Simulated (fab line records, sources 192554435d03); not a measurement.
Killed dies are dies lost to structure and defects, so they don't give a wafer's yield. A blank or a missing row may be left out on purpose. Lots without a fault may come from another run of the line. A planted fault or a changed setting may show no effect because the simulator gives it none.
Problem report in the 8D (eight disciplines) form, filled by code | flow n5_finfet | the parts of the form that need people (team, actions taken, sign-off) are left out

1. THE PROBLEM
run_length_s at N5_MOL_CONTACT_COAG_ALD_27 reads a mean of 2489.8 s on 3 wafers of 3 lots; wafers without a fault read 2769.8 s with a standard deviation of 0.5. That is -99 or more standard deviations from the usual mean.
The step: deposits SiOC, target thk 17 nm, pulse time 1.5 s, time 2720 s.
First seen on wafer L626.6, day 7 04:03, on ald_sin-04. The record holds 35 wafers of 13 lots with a number at this step. Rule for "out", or "out of limits": more than 4 standard deviations from the usual mean. The other wafers with a number count as sound.

2. WHAT IT IS AND WHAT IT IS NOT
question                    | is                     | is not
which readings at this step | run_length_s           | heater_power_w, precursor_pulse_height_rel
which lots                  | L626, L628, L631       | L617, L618, L619, L620, L621, L625, L635, L637, L639, L640
which wafers of those lots  | L626.6, L628.2, L631.2 | L626.4, L628.4, L631.3
read on which tools         | ald_sin-04             | ald_sin-02, ald_sin-03
when                        | from day 7 04:03       | up to then (18 sound wafers); but 14 sound wafers of L628, L631, L635, L637, L639, L640 came after

3. SUSPECTS, AND WHAT RULES EACH OUT
Counting: a tool at a process step up to the reading stays a suspect if it ran every lot that is out. Sound lots after the first of them don't rule it out here, since some wafers of a struck lot are sound.
- ald_sin-04 at N5_MOL_CONTACT_COAG_ALD_27 (deposits SiOC, target thk 17 nm, pulse time 1.5 s, time 2720 s): kept. It ran every lot that is out, first L626 (day 7 04:03); its last sound lot up to then is L625 (day 6 23:58). Its own readings are out on those wafers: run_length_s.
Left after counting: ald_sin-04 at N5_MOL_CONTACT_COAG_ALD_27.

4. THE CAUSE (what the simulator had put in)
Process parameter drift: ald_sin-04, from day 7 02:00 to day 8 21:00, at N5_MOL_CONTACT_COAG_ALD_27. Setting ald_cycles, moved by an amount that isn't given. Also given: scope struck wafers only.
Counting left only this tool.

5. THE CHAIN OF EFFECTS, in route order
Each row: a reading whose mean over the struck wafers that have a number lies more than 3 standard deviations from the usual. Only readings for which the record gives a usual standard deviation are gone through. hours: the time from each lot's start at the first step in this table that gives one to its start at this step, as a median over the lots. sigmas: the change in usual standard deviations.
hours | step                       | reading      | usual    | on struck wafers | change | sigmas
0     | N5_MOL_CONTACT_COAG_ALD_27 | run_length_s | 2769.8 s | 2489.8           | -280.0 | -99 or more
The process steps in it:
- N5_MOL_CONTACT_COAG_ALD_27: deposits SiOC, target thk 17 nm, pulse time 1.5 s, time 2720 s.
Readings that are blank on the struck wafers while sound wafers have them: susceptor_temp_C at N5_MOL_CONTACT_COAG_ALD_27.

6. WHAT WOULD HAVE CAUGHT IT SOONER
In this record the first reading out of limits was taken at day 7 04:03, 2 hours after the fault began at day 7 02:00.
